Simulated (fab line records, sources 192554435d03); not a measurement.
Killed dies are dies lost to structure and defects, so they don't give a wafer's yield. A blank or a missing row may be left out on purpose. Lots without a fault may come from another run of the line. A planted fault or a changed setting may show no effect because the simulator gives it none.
Chamber matching | flow n5_finfet | N5_BEOL_M0_SAQP_ETCH_84 on rie_diel-05: 4 sister chambers
The step etches SOC in N2/H2, target depth 100 nm, overetch 20 nm, time 150 s. 20 wafers are shown with their chamber, then 10 later ones without.

WAFERS WITH THEIR CHAMBER
wafer  | chamber | throttle_valve_pct (%) | oes_product_au (a.u.) | showerhead_plenum_p_Torr (Torr)
L075.1 | 2       | 17.70                  | 0.76                  | 2.59
L075.2 | 1       | 17.35                  | 0.81                  | 2.59
L075.3 | 0       | 17.88                  | 0.81                  | 2.60
L077.3 | 2       | 17.69                  | 0.75                  | 2.59
L077.4 | 0       | 17.89                  | 0.79                  | 2.60
L077.6 | 1       | 17.35                  | 0.81                  | 2.59
L078.4 | 2       | 17.70                  | 0.75                  | 2.59
L078.5 | 0       | 17.90                  | 0.79                  | 2.60
L078.6 | 3       | 17.87                  | 0.64                  | 2.64
L080.1 | 0       | 17.90                  | 0.80                  | 2.59
L080.3 | 1       | 17.35                  | 0.80                  | 2.59
L080.4 | 3       | 17.89                  | 0.64                  | 2.63
L081.1 | 0       | 17.89                  | 0.79                  | 2.59
L081.2 | 3       | 17.85                  | 0.64                  | 2.63
L081.6 | 3       | 17.87                  | 0.64                  | 2.63
L085.2 | 2       | 17.72                  | 0.73                  | 2.58
L085.4 | 3       | 17.89                  | 0.63                  | 2.63
L085.5 | 2       | 17.72                  | 0.73                  | 2.58
L088.1 | 2       | 17.76                  | 0.73                  | 2.58
L088.4 | 3       | 17.90                  | 0.63                  | 2.63

SIGNATURES (means of the wafers above)
reading                  | chamber 0 | chamber 1 | chamber 2 | chamber 3 | scatter within a chamber
throttle_valve_pct       | 17.8920   | 17.3500   | 17.7150   | 17.8783   | 0.0179
oes_product_au           | 0.7960    | 0.8067    | 0.7417    | 0.6367    | 0.00937
showerhead_plenum_p_Torr | 2.5960    | 2.5900    | 2.5850    | 2.6317    | 0.0047
Rule: a wafer's distance from a chamber is the root of the sum, over the readings, of the square of ((its reading less the chamber's mean) divided by the reading's scatter). The wafer belongs to the nearest chamber; if the next one is less than 2 further off, it can't be placed. The scatter: the root of (the sum of the squares of (reading less its chamber's mean) over the shown wafers, divided by (wafers less chambers)).

WAFERS WITHOUT THEIR CHAMBER
wafer  | throttle_valve_pct (%) | oes_product_au (a.u.) | showerhead_plenum_p_Torr (Torr)
L088.5 | 17.92                  | 0.78                  | 2.59
L092.1 | 17.91                  | 0.63                  | 2.63
L092.2 | 17.77                  | 0.72                  | 2.58
L092.3 | 17.93                  | 0.77                  | 2.59
L094.1 | 17.75                  | 0.73                  | 2.58
L094.4 | 17.39                  | 0.78                  | 2.58
L094.5 | 17.38                  | 0.77                  | 2.58
L095.2 | 17.76                  | 0.72                  | 2.58
L095.4 | 17.93                  | 0.76                  | 2.58
L095.6 | 17.39                  | 0.77                  | 2.58

WHICH CHAMBER EACH WENT THROUGH
wafer  | from the rows above | in truth
L088.5 | 0                   | 0
L092.1 | 3                   | 3
L092.2 | 2                   | 2
L092.3 | 0                   | 0
L094.1 | 2                   | 2
L094.4 | 1                   | 1
L094.5 | 1                   | 1
L095.2 | 2                   | 2
L095.4 | 0                   | 0
L095.6 | 1                   | 1
Placed correctly: 10 of 10. Can't be placed from these rows: 0. Placed wrongly: 0.
